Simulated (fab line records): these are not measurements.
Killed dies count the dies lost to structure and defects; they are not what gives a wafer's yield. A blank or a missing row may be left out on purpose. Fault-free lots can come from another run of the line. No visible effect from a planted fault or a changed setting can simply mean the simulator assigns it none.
Which tool did it? ; flow nand_harc ; 33 wafers from 11 lots sampled at 6 of the route's 1302 steps

## WHAT THE GAUGES SHOWED, per wafer
NHARC_A_M1_INSPECT_11.
lot;measured;on;raw_defect_count
L978;day 23 07:28;defect_inspect-01;78 74 72
L977;day 23 10:17;defect_inspect-02;101 115 84
L980;day 23 23:09;defect_inspect-01;160 157 136
L982;day 24 14:32;defect_inspect-01;88 67 87
L981;day 24 15:37;defect_inspect-01;92 494 106
L991;day 28 20:53;defect_inspect-01;134 123 126
L990;day 29 04:49;defect_inspect-01;45 55 55
L994;day 30 14:26;defect_inspect-01;79 72 86
L996;day 31 23:51;defect_inspect-01;92 79 87
L997;day 32 00:59;defect_inspect-02;101 108 82
L999;day 32 22:02;defect_inspect-02;34 31 30

NHARC_END_SORT_01.
lot;measured;on;defect_limited_yield (%);killed_at_array;killed_at_other;killed_at_periphery;killed_dies;killed_open;killed_short;sort_bin_2_pct (%);sort_bin_3_pct (%);sort_bin_4_pct (%);sort_n_pass;sort_rim_yield_pct (%);sort_yield_pct (%)
L981;day 26 03:16;prober-02;89 52 89;70 322 72;1 1 1;1 2 4;72 325 77;4 6 10;5 0 2;3.8 17.6 4.7;0.4 2.5 0.9;6.4 27.9 5.8;605 352 600;92 53 90;89 52 89
L990;day 30 16:21;prober-01;93 94 93;40 33 42;0 0 0;8 5 7;48 38 49;6 2 3;4 2 3;2.2 1.9 2.5;0.4 0.3 0;4.4 3.4 4.7;629 639 628;88 86 90;93 94 93

## EACH LOT AND THE TOOL THAT RAN IT (in order: tool; ch and the chambers of the sampled wafers; start)
lot;NHARC_A_M0_PRE_CLEAN_29;NHARC_A_M0_PVD_20;NHARC_A_M0_CMP_23;NHARC_A_M1_DESCUM_14
L978;pvd_sputter-02, day 23 05:28 or earlier;pvd_sputter-02, day 23 05:28 or earlier;cmp-01 ch 0,1,2, day 23 05:28;rie_diel-10 ch 1,2,3, day 23 07:31
L977;pvd_sputter-02, day 23 08:17 or earlier;pvd_sputter-02, day 23 08:17 or earlier;cmp-01 ch 0,2, day 23 08:17;rie_diel-03 ch 2,3, day 23 10:21
L980;pvd_sputter-03, day 23 20:41 or earlier;pvd_sputter-03, day 23 20:41 or earlier;cmp-02 ch 0,1,2, day 23 20:41;rie_diel-10 ch 0,1, day 23 23:13
L982;pvd_sputter-01, day 24 12:02 or earlier;pvd_sputter-01, day 24 12:02 or earlier;cmp-01 ch 1,3, day 24 12:02;rie_diel-03 ch 0,1, day 24 14:35
L981;pvd_sputter-01, day 24 13:45 or earlier;pvd_sputter-01, day 24 13:45 or earlier;cmp-01 ch 0,1,2, day 24 13:45;rie_diel-10 ch 1,2,3, day 24 15:41
L991;pvd_sputter-03, day 28 18:53 or earlier;pvd_sputter-03, day 28 18:53 or earlier;cmp-01 ch 0,1,2, day 28 18:53;rie_diel-10 ch 0,1,3, day 28 20:58
L990;pvd_sputter-03, day 29 02:49 or earlier;pvd_sputter-03, day 29 02:49 or earlier;cmp-01 ch 0,2, day 29 02:49;rie_diel-12 ch 1,2,3, day 29 04:53
L994;pvd_sputter-03, day 30 12:29 or earlier;pvd_sputter-03, day 30 12:29 or earlier;cmp-04 ch 1,2,3, day 30 12:29;rie_diel-12 ch 2,3, day 30 14:30
L996;pvd_sputter-02, day 31 22:01 or earlier;pvd_sputter-02, day 31 22:01 or earlier;cmp-01 ch 0,2,3, day 31 22:01;rie_diel-12 ch 2,3, day 31 23:55
L997;pvd_sputter-03, day 31 23:00 or earlier;pvd_sputter-03, day 31 23:00 or earlier;cmp-02 ch 0,1,3, day 31 23:00;rie_diel-12 ch 0,2,3, day 32 01:04
L999;pvd_sputter-02, day 32 20:13 or earlier;pvd_sputter-02, day 32 20:13 or earlier;cmp-02 ch 0,3, day 32 20:13;rie_diel-10 ch 0,1,3, day 32 22:08
- NHARC_A_M0_PRE_CLEAN_29: time 30 s.
- NHARC_A_M0_PVD_20: deposits TaN, target thk 5 nm, time 8.06 s.
- NHARC_A_M0_CMP_23: polishes, t overpolish 20 s, target thk 113.75 nm.
- NHARC_A_M1_DESCUM_14: chemistry O2, time 3 s.

## WHAT THE TOOLS THEMSELVES READ (means of the sampled wafers that have a number; where no wafer has one, the mark that the record gives instead)
NHARC_A_M0_PRE_CLEAN_29.
lot;tool;heater_power_w (W)
L978;pvd_sputter-02;427
L977;pvd_sputter-02;404
L980;pvd_sputter-03;415
L982;pvd_sputter-01;411
L981;pvd_sputter-01;384
L991;pvd_sputter-03;357
L990;pvd_sputter-03;393
L994;pvd_sputter-03;397
L996;pvd_sputter-02;448
L997;pvd_sputter-03;391
L999;pvd_sputter-02;442

NHARC_A_M0_PVD_20.
lot;tool;chamber_pressure_pa (Pa);throttle_valve_pct (%)
L978;pvd_sputter-02;0.12015;31.0
L977;pvd_sputter-02;0.11981;30.9
L980;pvd_sputter-03;0.11983;30.4
L982;pvd_sputter-01;0.12012;28.8
L981;pvd_sputter-01;0.12004;30.6
L991;pvd_sputter-03;0.11987;29.8
L990;pvd_sputter-03;0.12004;30.5
L994;pvd_sputter-03;0.12011;30.5
L996;pvd_sputter-02;0.11992;29.8
L997;pvd_sputter-03;0.11995;29.4
L999;pvd_sputter-02;0.11972;30.3

NHARC_A_M0_CMP_23.
lot;tool;motor_current_A (A);slurry_filter_dp_kPa (kPa);time_to_endpoint_s (s)
L978;cmp-01;11.6;13.46;25.1
L977;cmp-01;11.1;13.43;27.4
L980;cmp-02;12.6;13.61;27.3
L982;cmp-01;12.2;13.46;30.3
L981;cmp-01;11.5;13.65;29.0
L991;cmp-01;11.3;13.54;30.6
L990;cmp-01;11.3;13.60;32.4
L994;cmp-04;11.6;13.54;28.9
L996;cmp-01;11.5;13.60;31.7
L997;cmp-02;12.4;13.50;28.9
L999;cmp-02;12.4;13.44;27.5

NHARC_A_M1_DESCUM_14.
lot;tool;chamber_pressure_mTorr (mTorr);drypump_motor_current_A (A);mfc_ar_sccm (sccm);oes_product_au (a.u.);rf_vpp_V (V);showerhead_plenum_p_Torr (Torr);throttle_valve_pct (%)
L978;rie_diel-10;60.00;5.4;0.007;1.002;58.2;1.89;11.317
L977;rie_diel-03;60.06;5.2;0.012;0.996;56.9;1.84;11.312
L980;rie_diel-10;59.97;5.4;0.022;1.000;57.3;1.89;11.307
L982;rie_diel-03;60.03;5.5;0.007;0.994;57.7;1.85;11.316
L981;rie_diel-10;59.95;5.4;0.007;1.001;57.7;1.89;11.309
L991;rie_diel-10;59.99;5.4;0.017;1.000;57.3;1.91;11.315
L990;rie_diel-12;59.99;5.7;0.017;0.999;57.4;1.86;11.310
L994;rie_diel-12;60.00;5.7;0.030;0.998;57.4;1.88;11.308
L996;rie_diel-12;60.05;5.7;0.015;1.001;56.9;1.92;11.315
L997;rie_diel-12;60.01;6.0;0.015;0.995;57.3;1.88;11.321
L999;rie_diel-10;60.00;5.4;0.017;1.001;58.3;1.91;11.308

## THE ANSWER, worked out from the rows above alone
Rule: the usual values come from the lots themselves. Put in order of their means at a reading, lots are off if they are a third of the lots or fewer, leave a main group of 4 or more, and stand apart from it by a gap of 3 or more times the standard deviation of the main group's means; of several such gaps the widest counts. A main group is skipped when, at the precision printed for the reading in the tables above, its means are all equal. Also off: a lot with no number at a reading for which 4 or more lots have one. Where the step has rows for the other lots, those lots are counted as sound. After the gauges, taken in route order, come the tools' own readings; for these a lot's mean is taken, as printed above. The first step at which some lot is off is used, and at that step the reading that is off furthest; a lot without a number counts as furthest.
No lot is off on any of the readings shown, so nothing can be concluded from this.

## WHAT THE SIMULATOR HAD PUT IN
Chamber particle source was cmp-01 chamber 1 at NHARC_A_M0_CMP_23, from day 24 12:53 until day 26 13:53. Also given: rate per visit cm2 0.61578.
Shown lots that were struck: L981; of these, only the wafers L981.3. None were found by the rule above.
